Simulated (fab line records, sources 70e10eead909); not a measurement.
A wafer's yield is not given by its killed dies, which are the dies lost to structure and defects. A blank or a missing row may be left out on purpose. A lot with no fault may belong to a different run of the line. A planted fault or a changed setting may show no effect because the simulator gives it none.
fab line records + flow nand-harc
[record]
- lots = 14
- wafers = 40
- last-day = 33
route steps=1302 shown A_CONTACT@1008
lots untouched by any fault: they come from a run of this same line in which no faults occurred
start-h: hours from the record's opening day to when the first of the lot's shown wafers began + wait-h: hours elapsed since this lot's preceding step + " as in the row above + L1.1+2: a row that stands for several wafers + - no value, or no start given + * or withheld: withheld + < > ~ a bound
route shown NAME@n: a module of which the file shows steps, and the number in the route of the first + usual: the fault-free wafers' mean and standard deviation + same: alike in all rows + chamber/n: place in a boat + sites: the reading at each site + _std_site: their standard deviation + _edge_site: the outer-site mean with the inner-site mean subtracted + radius-mm: for every site, how far away it sits from the centre of the wafer + mask NAME#n: copy n + behind: the tool/chamber that last shaped the wafer + hold: why the lot went on hold/how many hours it stayed there/how the hold came to an end + device: the transistor (n, p or np) that didn't switch + end of line: the route-end tests of the same wafers + step lacking rows: just its recipe + killed: the dies lost at the first sort to structure and to defects; this is not the yield of the wafer + map: per-die view of a wafer (x killed, . not killed, _ where there is no die)
set.NAME: setting as actually run; set.NAME@STEP: the setting as run at that earlier step + model.NAME: the simulator's own value behind a step, which no gauge read
steps of the route over a sample of lots; a table a step, a row a wafer
services: a tool's chamber out of use, with start hour (start-h, from the record's first day; less than 0 if before it), hours out, and reason
[[steps]]
[step NHARC_A_CONTACT_ETCH_114]
[recipe]
- source-w = withheld
- pressure-mtorr = 20
- bias-v = 3000
- time-s = 190
- target-depth-a = 18500
- ar-flow-sccm = withheld
- c4f8-flow-sccm = withheld
- o2-flow-sccm = withheld
- chemistry = C4F8/O2/Ar
| lot.wafer | tool            | chamber | start-h | wait-h | rf-hours-counter-h |
|-----------|-----------------|---------|---------|--------|--------------------|
| L827.2    | har-cap-etch-02 | 0       | 487.76  | 0.1    | 82                 |
| L827.6    | "               | 1       | "       | "      | -                  |
| L827.5    | "               | 0       | "       | "      | -                  |
| L828.1    | har-cap-etch-01 | 1       | 516.80  | 0.1    | 0                  |
| L828.2    | "               | 0       | "       | "      | 0                  |
| L828.5    | "               | 0       | "       | "      | -                  |
| L830.4    | har-cap-etch-02 | 0       | 535.51  | 0.1    | -                  |
| L830.6    | "               | 0       | "       | "      | -                  |
| L830.5    | "               | 1       | "       | "      | -                  |
| L832.2    | har-cap-etch-02 | 0       | 546.05  | 0.1    | 92                 |
| L832.3    | "               | 0       | "       | "      | -                  |
| L832.6    | "               | 1       | "       | "      | -                  |
| L833.1    | har-cap-etch-02 | 1       | 563.67  | 0.1    | 96                 |
| L833.4    | "               | 1       | "       | "      | -                  |
| L833.6    | "               | 0       | "       | "      | -                  |
| L835.1    | har-cap-etch-01 | 0       | 568.93  | 0.1    | 11                 |
| L835.2    | "               | 1       | "       | "      | 11                 |
| L835.4    | "               | 1       | "       | "      | -                  |
| L834.1    | har-cap-etch-03 | 1       | 569.77  | 0.1    | 53                 |
| L834.3    | "               | 1       | "       | "      | -                  |
| L834.5    | "               | 1       | "       | "      | -                  |
| L837.3    | har-cap-etch-02 | 0       | 585.92  | 0.1    | -                  |
| L837.5    | "               | 0       | "       | "      | -                  |
| L837.6    | "               | 1       | "       | "      | -                  |
| L836.2    | har-cap-etch-01 | 0       | 590.48  | 0.1    | 16                 |
| L836.3    | "               | 1       | "       | "      | -                  |
| L836.5    | "               | 0       | "       | "      | -                  |
| L841.2    | har-cap-etch-02 | 1       | 619.31  | 0.1    | 107                |
| L841.6    | "               | 1       | "       | "      | -                  |
| L842.2    | har-cap-etch-03 | 1       | 629.03  | 0.1    | 66                 |
| L842.4    | "               | 0       | "       | "      | -                  |
| L848.4    | har-cap-etch-02 | 0       | 700.45  | 0.2    | -                  |
| L848.3    | "               | 1       | "       | "      | -                  |
| L848.5    | "               | 0       | "       | "      | -                  |
| L849.1    | har-cap-etch-01 | 1       | 704.34  | 0.1    | 35                 |
| L849.3    | "               | 1       | "       | "      | -                  |
| L849.5    | "               | 0       | "       | "      | -                  |
| L850.2    | har-cap-etch-01 | 1       | 712.99  | 0.1    | 37                 |
| L850.4    | "               | 1       | "       | "      | -                  |
| L850.6    | "               | 0       | "       | "      | -                  |
[step NHARC_A_CONTACT_ETCH_117]
[recipe]
- source-w = withheld
- pressure-mtorr = 20
- bias-v = 3000
- time-s = 190
- target-depth-a = 18500
- ar-flow-sccm = withheld
- c4f8-flow-sccm = withheld
- o2-flow-sccm = withheld
- chemistry = C4F8/O2/Ar
| lot.wafer | tool            | chamber | start-h | wait-h | rf-hours-counter-h |
|-----------|-----------------|---------|---------|--------|--------------------|
| L827.2    | har-cap-etch-02 | 0       | 488.28  | 0.1    | 83                 |
| L827.6    | "               | 1       | "       | "      | -                  |
| L827.5    | "               | 0       | "       | "      | -                  |
| L828.1    | har-cap-etch-01 | 1       | 517.32  | 0.1    | 1                  |
| L828.2    | "               | 0       | "       | "      | 1                  |
| L828.5    | "               | 0       | "       | "      | -                  |
| L830.4    | har-cap-etch-02 | 0       | 536.02  | 0.1    | -                  |
| L830.6    | "               | 0       | "       | "      | -                  |
| L830.5    | "               | 1       | "       | "      | -                  |
| L832.2    | har-cap-etch-02 | 0       | 546.56  | 0.1    | 93                 |
| L832.3    | "               | 0       | "       | "      | -                  |
| L832.6    | "               | 1       | "       | "      | -                  |
| L833.1    | har-cap-etch-02 | 1       | 564.18  | 0.1    | 96                 |
| L833.4    | "               | 1       | "       | "      | -                  |
| L833.6    | "               | 0       | "       | "      | -                  |
| L835.1    | har-cap-etch-01 | 0       | 569.45  | 0.1    | 11                 |
| L835.2    | "               | 1       | "       | "      | 11                 |
| L835.4    | "               | 1       | "       | "      | -                  |
| L834.1    | har-cap-etch-03 | 1       | 570.29  | 0.1    | 53                 |
| L834.3    | "               | 1       | "       | "      | -                  |
| L834.5    | "               | 1       | "       | "      | -                  |
| L837.3    | har-cap-etch-02 | 0       | 586.43  | 0.1    | -                  |
| L837.5    | "               | 0       | "       | "      | -                  |
| L837.6    | "               | 1       | "       | "      | -                  |
| L836.2    | har-cap-etch-01 | 0       | 590.98  | 0.1    | 17                 |
| L836.3    | "               | 1       | "       | "      | -                  |
| L836.5    | "               | 0       | "       | "      | -                  |
| L841.2    | har-cap-etch-02 | 1       | 619.82  | 0.1    | 108                |
| L841.6    | "               | 1       | "       | "      | -                  |
| L842.2    | har-cap-etch-03 | 1       | 629.54  | 0.1    | 67                 |
| L842.4    | "               | 0       | "       | "      | -                  |
| L848.4    | har-cap-etch-02 | 0       | 701.13  | 0.2    | -                  |
| L848.3    | "               | 1       | "       | "      | -                  |
| L848.5    | "               | 0       | "       | "      | -                  |
| L849.1    | har-cap-etch-01 | 1       | 704.85  | 0.1    | 35                 |
| L849.3    | "               | 1       | "       | "      | -                  |
| L849.5    | "               | 0       | "       | "      | -                  |
| L850.2    | har-cap-etch-01 | 1       | 713.51  | 0.1    | 38                 |
| L850.4    | "               | 1       | "       | "      | -                  |
| L850.6    | "               | 0       | "       | "      | -                  |
[step NHARC_A_CONTACT_ETCH_90]
[recipe]
- target-depth-a = 400
- over-etch-frac = 0.5
- time-s = 85.7
- ion-energy-ev = 120
- ch3f-flow-sccm = 50
- o2-flow-sccm = 30
- ar-flow-sccm = 200
- rf-w = 500
- bias-w = 100
- chemistry = CH3F/O2
[usual]
- drypump-motor-current-A = 5.5/0.5
- oes-product-au = 0.95/0.034
- rf-vpp-V = 244.2/1.5
- showerhead-plenum-p-Torr = 2.45/0.093
- throttle-valve-pct = 20.663/0.0085
| lot.wafer | tool        | chamber | start-h | wait-h | drypump-motor-current-A | oes-product-au | rf-hours-counter-h | rf-vpp-V | showerhead-plenum-p-Torr | throttle-valve-pct |
|-----------|-------------|---------|---------|--------|-------------------------|----------------|--------------------|----------|--------------------------|--------------------|
| L827.2    | rie-diel-10 | 2       | 490.27  | 0.8    | 6.1                     | 1.00           | 26                 | 247.0    | 2.62                     | 20.679             |
| L827.5    | "           | 0       | "       | "      | 5.6                     | 1.02           | -                  | 243.9    | 2.46                     | 20.669             |
| L827.6    | "           | 1       | "       | "      | 6.4                     | 1.00           | -                  | 243.0    | 2.34                     | 20.656             |
| L828.1    | rie-diel-05 | 2       | 519.32  | 0.9    | 5.8                     | 0.94           | 19                 | 244.9    | 2.45                     | 20.662             |
| L828.2    | "           | 0       | "       | "      | 5.5                     | 0.95           | 19                 | 244.5    | 2.41                     | 20.661             |
| L828.5    | "           | 2       | "       | "      | 5.8                     | 0.95           | -                  | 245.3    | 2.45                     | 20.672             |
| L830.4    | rie-diel-10 | 2       | 538.00  | 0.8    | 6.2                     | 0.92           | 43                 | 246.9    | 2.62                     | 20.667             |
| L830.5    | "           | 3       | "       | "      | 4.7                     | 0.91           | -                  | 245.1    | 2.46                     | 20.649             |
| L830.6    | "           | 0       | "       | "      | 5.5                     | 0.99           | -                  | 244.6    | 2.46                     | 20.644             |
| L832.3    | rie-diel-05 | 3       | 548.57  | 0.7    | 4.9                     | 0.94           | 17                 | 241.3    | 2.37                     | 20.661             |
| L832.2    | "           | 0       | "       | "      | 5.5                     | 0.94           | 24                 | 244.6    | 2.40                     | 20.657             |
| L832.6    | "           | 3       | "       | "      | 4.9                     | 0.94           | -                  | 244.2    | 2.37                     | 20.668             |
| L833.1    | rie-diel-05 | 2       | 566.22  | 0.9    | 5.8                     | 0.93           | 27                 | 245.3    | 2.45                     | 20.674             |
| L833.4    | "           | 3       | "       | "      | 4.9                     | 0.93           | 20                 | 244.3    | 2.37                     | 20.669             |
| L833.6    | "           | 0       | "       | "      | 5.5                     | 0.93           | -                  | 242.2    | 2.40                     | 20.661             |
| L835.1    | rie-diel-05 | 0       | 571.45  | 0.9    | 5.5                     | 0.94           | 28                 | 243.9    | 2.40                     | 20.661             |
| L835.4    | "           | 2       | "       | "      | 5.8                     | 0.95           | 28                 | 244.2    | 2.45                     | 20.658             |
| L835.2    | "           | 3       | "       | "      | 5.0                     | 0.93           | 21                 | 245.2    | 2.37                     | 20.671             |
| L834.3    | rie-diel-05 | 2       | 572.31  | 0.7    | 5.8                     | 1.02           | 28                 | 245.1    | 2.45                     | 20.660             |
| L834.1    | "           | 0       | "       | "      | 5.5                     | 1.02           | 28                 | 242.3    | 2.40                     | 20.657             |
| L834.5    | "           | 1       | "       | "      | 5.5                     | 1.01           | -                  | 245.8    | 2.57                     | 20.663             |
| L837.3    | rie-diel-05 | 3       | 588.37  | 0.7    | 4.9                     | 0.93           | 25                 | 244.1    | 2.37                     | 20.655             |
| L837.5    | "           | 0       | "       | "      | 5.5                     | 0.94           | -                  | 243.5    | 2.40                     | 20.660             |
| L837.6    | "           | 2       | "       | "      | 5.8                     | 0.93           | -                  | 244.8    | 2.45                     | 20.675             |
| L836.3    | rie-diel-05 | 3       | 592.95  | 0.7    | 4.9                     | 1.00           | 26                 | 243.7    | 2.37                     | 20.663             |
| L836.2    | "           | 0       | "       | "      | 5.5                     | 1.00           | 33                 | 241.6    | 2.40                     | 20.658             |
| L836.5    | "           | 0       | "       | "      | 5.5                     | 1.01           | -                  | 243.7    | 2.40                     | 20.659             |
| L841.2    | rie-diel-05 | 1       | 622.08  | 1.1    | 5.5                     | 0.77           | 0                  | 245.8    | 2.57                     | 20.660             |
| L841.6    | "           | 3       | "       | "      | 4.9                     | 0.78           | -                  | 244.2    | 2.37                     | 20.663             |
| L842.2    | rie-diel-05 | 2       | 631.55  | 0.9    | 5.8                     | 0.78           | 2                  | 244.4    | 2.44                     | 20.660             |
| L842.4    | "           | 3       | "       | "      | 4.9                     | 1.00           | 2                  | 244.0    | 2.37                     | 20.653             |
| L848.3    | rie-diel-10 | 3       | 703.57  | 0.7    | 4.6                     | 0.92           | 27                 | 242.5    | 2.44                     | 20.656             |
| L848.4    | "           | 1       | "       | "      | 6.4                     | 0.92           | 26                 | 242.3    | 2.31                     | 20.664             |
| L848.5    | "           | 0       | "       | "      | 5.5                     | 0.92           | -                  | 243.8    | 2.44                     | 20.665             |
| L849.1    | rie-diel-10 | 2       | 706.87  | 0.9    | 6.1                     | 0.93           | 28                 | 247.3    | 2.60                     | 20.670             |
| L849.3    | "           | 0       | "       | "      | 5.5                     | 0.94           | 29                 | 243.7    | 2.44                     | 20.661             |
| L849.5    | "           | 1       | "       | "      | 6.4                     | 0.92           | -                  | 243.3    | 2.31                     | 20.670             |
| L850.4    | rie-diel-10 | 0       | 715.55  | 0.7    | 5.5                     | 0.92           | 32                 | 245.4    | 2.44                     | 20.656             |
| L850.2    | "           | 2       | "       | "      | 6.1                     | 0.93           | 31                 | 247.0    | 2.60                     | 20.662             |
| L850.6    | "           | 1       | "       | "      | 6.5                     | 0.91           | -                  | 243.0    | 2.31                     | 20.666             |
[step NHARC_A_CONTACT_CD_MEAS_53]
[usual]
- cd-nm = 289.6/1
| lot.wafer | tool      | chamber | start-h | wait-h | cd-nm |
|-----------|-----------|---------|---------|--------|-------|
| L827.2    | cd-sem-01 | -       | 490.46  | -      | 289.4 |
| L827.5    | "         | -       | "       | "      | 290.3 |
| L827.6    | "         | -       | "       | "      | 290.1 |
| L828.1    | cd-sem-02 | -       | 519.54  | -      | 287.5 |
| L828.2    | "         | -       | "       | "      | 288.4 |
| L828.5    | "         | -       | "       | "      | 287.9 |
| L830.4    | cd-sem-03 | -       | 538.18  | -      | 288.9 |
| L830.5    | "         | -       | "       | "      | 289.4 |
| L830.6    | "         | -       | "       | "      | 290.2 |
| L832.2    | cd-sem-02 | -       | 548.79  | -      | 291.1 |
| L832.3    | "         | -       | "       | "      | 290.0 |
| L832.6    | "         | -       | "       | "      | 290.0 |
| L833.1    | cd-sem-01 | -       | 566.41  | -      | 288.5 |
| L833.4    | "         | -       | "       | "      | 288.2 |
| L833.6    | "         | -       | "       | "      | 288.6 |
| L835.1    | cd-sem-01 | -       | 571.67  | -      | 290.6 |
| L835.2    | "         | -       | "       | "      | 289.8 |
| L835.4    | "         | -       | "       | "      | 289.6 |
| L834.1    | cd-sem-01 | -       | 572.51  | -      | 290.5 |
| L834.3    | "         | -       | "       | "      | 289.8 |
| L834.5    | "         | -       | "       | "      | 289.9 |
| L837.3    | cd-sem-03 | -       | 588.63  | -      | 289.1 |
| L837.5    | "         | -       | "       | "      | 290.7 |
| L837.6    | "         | -       | "       | "      | 289.6 |
| L836.2    | cd-sem-01 | -       | 593.20  | -      | 289.8 |
| L836.3    | "         | -       | "       | "      | 288.8 |
| L836.5    | "         | -       | "       | "      | 290.2 |
| L841.2    | cd-sem-02 | -       | 622.27  | -      | 290.8 |
| L841.6    | "         | -       | "       | "      | 289.8 |
| L842.2    | cd-sem-02 | -       | 631.76  | -      | 288.5 |
| L842.4    | "         | -       | "       | "      | 287.5 |
| L848.3    | cd-sem-03 | -       | 703.90  | -      | 289.8 |
| L848.4    | "         | -       | "       | "      | 289.7 |
| L848.5    | "         | -       | "       | "      | 290.5 |
| L849.1    | cd-sem-02 | -       | 707.07  | -      | 289.0 |
| L849.3    | "         | -       | "       | "      | 288.9 |
| L849.5    | "         | -       | "       | "      | 289.1 |
| L850.2    | cd-sem-03 | -       | 715.78  | -      | 289.3 |
| L850.4    | "         | -       | "       | "      | 289.6 |
| L850.6    | "         | -       | "       | "      | 288.2 |
[[services]]
| tool            | chamber | start-h | hours | kind       |
|-----------------|---------|---------|-------|------------|
| rie-diel-05     | 3       | 465.92  | 15.2  | repair     |
| rie-diel-10     | -       | 485.03  | 0.4   | repair     |
| rie-diel-05     | 0       | 487.25  | -     | clean      |
| rie-diel-05     | 1       | 487.25  | -     | clean      |
| rie-diel-05     | 2       | 487.25  | -     | clean      |
| rie-diel-05     | 3       | 487.25  | -     | clean      |
| har-cap-etch-01 | -       | 497.06  | 17.0  | pm         |
| har-cap-etch-01 | 0       | 497.06  | 17.0  | vent-cycle |
| har-cap-etch-01 | 1       | 497.06  | 17.0  | vent-cycle |
| rie-diel-05     | 0       | 511.76  | -     | clean      |
| rie-diel-05     | 1       | 511.76  | -     | clean      |
| rie-diel-05     | 2       | 511.76  | -     | clean      |
| har-cap-etch-01 | 0       | 514.06  | -     | clean      |
| har-cap-etch-01 | 1       | 514.06  | -     | clean      |
| rie-diel-05     | 1       | 573.90  | 24.5  | repair     |
| har-cap-etch-01 | -       | 594.01  | 2.2   | repair     |
| rie-diel-10     | -       | 598.42  | 9.0   | pm         |
| rie-diel-05     | -       | 606.25  | 9.0   | pm         |
| rie-diel-10     | -       | 643.79  | 0.8   | repair     |
| rie-diel-05     | -       | 659.51  | 10.5  | repair     |
| har-cap-etch-01 | -       | 682.50  | 2.5   | repair     |
| rie-diel-05     | 0       | 685.51  | 4.9   | repair     |
| rie-diel-10     | 2       | 687.34  | 5.2   | repair     |
| rie-diel-05     | 2       | 687.88  | 1.9   | repair     |
[[key]]
[first-sign]
- step = NHARC_A_CONTACT_ETCH_90
- reading = oes-product-au
- direction = down
- sigmas = 5.2
- usual = 0.95
- struck = 0.78
effect none on later readings
met-at NHARC_A_CONTACT_ETCH_90
struck-lots L841,L842
struck-wafers L841.2,L841.6,L842.2
tester-left-out L841,L842
not-acting-at NHARC_A_CONTACT_ETCH_114,NHARC_A_CONTACT_ETCH_117,NHARC_A_CONTACT_CD_MEAS_53
onset-between 592.95 622.08
[fault]
- kind = process-parameter-drift
- tool = rie-diel-05
- chamber = -
- onset-h = 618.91
- steps = NHARC_A_CONTACT_ETCH_90
- channel = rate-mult
- offset = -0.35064
- shape = step
- end-h = 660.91
- scope = struck-wafers-only
// tester-left-out: of these lots the tester's yield and bins aren't shown, on N5 and GAA mostly nor the transistor test; their killed dies are dies lost to structure and defects alone, not to doping, threshold or leakage, so they don't give the yield
